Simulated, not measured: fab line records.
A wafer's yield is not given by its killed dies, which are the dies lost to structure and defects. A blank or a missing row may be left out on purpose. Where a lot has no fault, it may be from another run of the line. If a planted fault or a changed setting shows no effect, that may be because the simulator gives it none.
A single fault, viewed from 3 desks + flow n5-finfet + what lay behind the numbers comes last; until then each desk has only its own

== THE METROLOGY DESK ==
What the gauges read, lot by lot, whatever tool the lot ran on: means of the sampled wafers that have a number. If a lot's mean is further than 4 standard deviations from the usual mean, the lot is out of limits and carries the mark OUT (the distance appears in the brackets). Of its 10 readings 7 are shown: those that lie furthest out on some lot.
Columns: A = DIBL_N at N5_BEOL_M4_RC_MEAS_101, usual 36.0 mV/V; B = DIBL_P at N5_BEOL_M4_RC_MEAS_101, usual 36.3 mV/V; C = IOFF_N at N5_BEOL_M4_RC_MEAS_101, usual 0.16 nA/um; D = IOFF_P at N5_BEOL_M4_RC_MEAS_101, usual 0.21 nA/um; E = SS_N at N5_BEOL_M4_RC_MEAS_101, usual 71.4 mV/dec; F = SS_P at N5_BEOL_M4_RC_MEAS_101, usual 73.2 mV/dec; G = VT_P at N5_BEOL_M4_RC_MEAS_101, usual -250.9 mV
| lot  | first seen here | A    | B    | C    | D    | E    | F    | G      |
|------|-----------------|------|------|------|------|------|------|--------|
| L668 | day 7 15:56     | 39.1 | 38.5 | 0.22 | 0.28 | 71.8 | 73.6 | -244.6 |
| L669 | day 8 20:15     | 36.9 | 37.8 | 0.19 | 0.25 | 72.5 | 73.6 | -249.0 |
| L670 | day 8 23:30     | 36.9 | 38.3 | 0.19 | 0.23 | 71.3 | 73.5 | -247.7 |
| L671 | day 9 03:07     | 33.7 | 32.4 | 0.14 | 0.19 | 71.1 | 72.7 | -249.3 |
| L672 | day 9 10:52     | 35.6 | 36.1 | 0.16 | 0.19 | 71.3 | 73.3 | -250.7 |
| L675 | day 10 07:46    | 36.4 | 37.0 | 0.17 | 0.22 | 71.8 | 74.2 | -247.6 |
| L681 | day 11 10:07    | 34.4 | 34.0 | 0.14 | 0.19 | 70.9 | 72.6 | -249.5 |
| L683 | day 12 00:50    | 35.5 | 37.0 | 0.14 | 0.18 | 71.3 | 73.0 | -255.3 |
| L686 | day 12 22:46    | 36.6 | 37.5 | 0.15 | 0.22 | 71.6 | 72.9 | -249.8 |
| L689 | day 14 04:22    | 36.0 | 34.9 | 0.14 | 0.20 | 71.1 | 72.9 | -252.1 |
Result from this desk: across the 10 lots, nothing is out of limits.

== THE TOOL OWNER'S DESK: cmp-03 ==
The tool's own readings at N5_HKMG_FIN_CMP_23 (polishes, stops on SiNx, t overpolish 10 s, target thk 46.326 nm): means of the sampled wafers that have a number, for each lot that ran on this tool. If a lot's mean is further than 4 standard deviations from the usual mean, the lot is out of limits and carries the mark OUT (the distance appears in the brackets).
Columns: A = motor-current-A at N5_HKMG_FIN_CMP_23, usual 12.4 A; B = overpolish-run-s at N5_HKMG_FIN_CMP_23, usual 9.999 s; C = retaining-ring-pressure-frac at N5_HKMG_FIN_CMP_23, usual 1.000; D = time-to-endpoint-s at N5_HKMG_FIN_CMP_23, usual 12.6 s
| lot  | first seen here | A    | B                       | C     | D               |
|------|-----------------|------|-------------------------|-------|-----------------|
| L670 | day 4 23:59     | 12.2 | 10.000                  | 0.997 | 13.6            |
| L672 | day 5 10:20     | 10.8 | 10.000                  | 1.001 | 12.2            |
| L675 | day 6 03:11     | 11.8 | 6.498 (-99 or more) OUT | 1.000 | 19.4            |
| L681 | day 7 14:49     | 12.3 | 3.422 (-99 or more) OUT | 0.997 | 24.9 (+5.9) OUT |
This desk's verdict: out of limits on L675, L681, starting with L675 at day 6 03:11 (overpolish-run-s at N5_HKMG_FIN_CMP_23). L670, L672 stayed within limits.

== THE DEFECT DESK ==
What the inspections along the route counted, lot by lot: means of the sampled wafers that have a number. If a lot's mean is further than 4 standard deviations from the usual mean, the lot is out of limits and carries the mark OUT (the distance appears in the brackets).
Columns: A = raw-defect-count at N5_DUMMY_REMOVAL_INSPECT_06, usual 10
| lot  | first seen here | A  |
|------|-----------------|----|
| L668 | day 4 01:21     | 17 |
| L669 | day 4 12:34     | 10 |
| L670 | day 4 15:02     | 5  |
| L671 | day 4 18:50     | 11 |
| L672 | day 5 01:19     | 11 |
| L675 | day 5 17:48     | 9  |
| L681 | day 7 05:08     | 16 |
| L683 | day 7 15:54     | 16 |
| L686 | day 8 11:17     | 8  |
| L689 | day 9 04:43     | 11 |
Result from this desk: across the 10 lots, nothing is out of limits.

== ALL TOGETHER ==
An alarm could have come from the tool owner's desk at day 6 03:11, on L675, L681.
From the metrology desk's view, nothing was out of limits.
Nothing out of limits was seen by the defect desk.
The metrology desk holds a record of L675, L681, inside its limits.
The defect desk has L675, L681 on record, within its limits.
All the named lots went through N5_HKMG_FIN_CMP_23 on cmp-03.

== WHAT THE SIMULATOR PUT IN ==
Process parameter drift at N5_HKMG_FIN_CMP_23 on cmp-03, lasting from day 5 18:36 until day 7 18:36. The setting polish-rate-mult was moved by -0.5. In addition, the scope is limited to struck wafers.
Lots struck among those shown: L675, L681.
How many hours passed from the start of the fault until each desk's first out-of-limits reading: the tool owner's desk, 9.
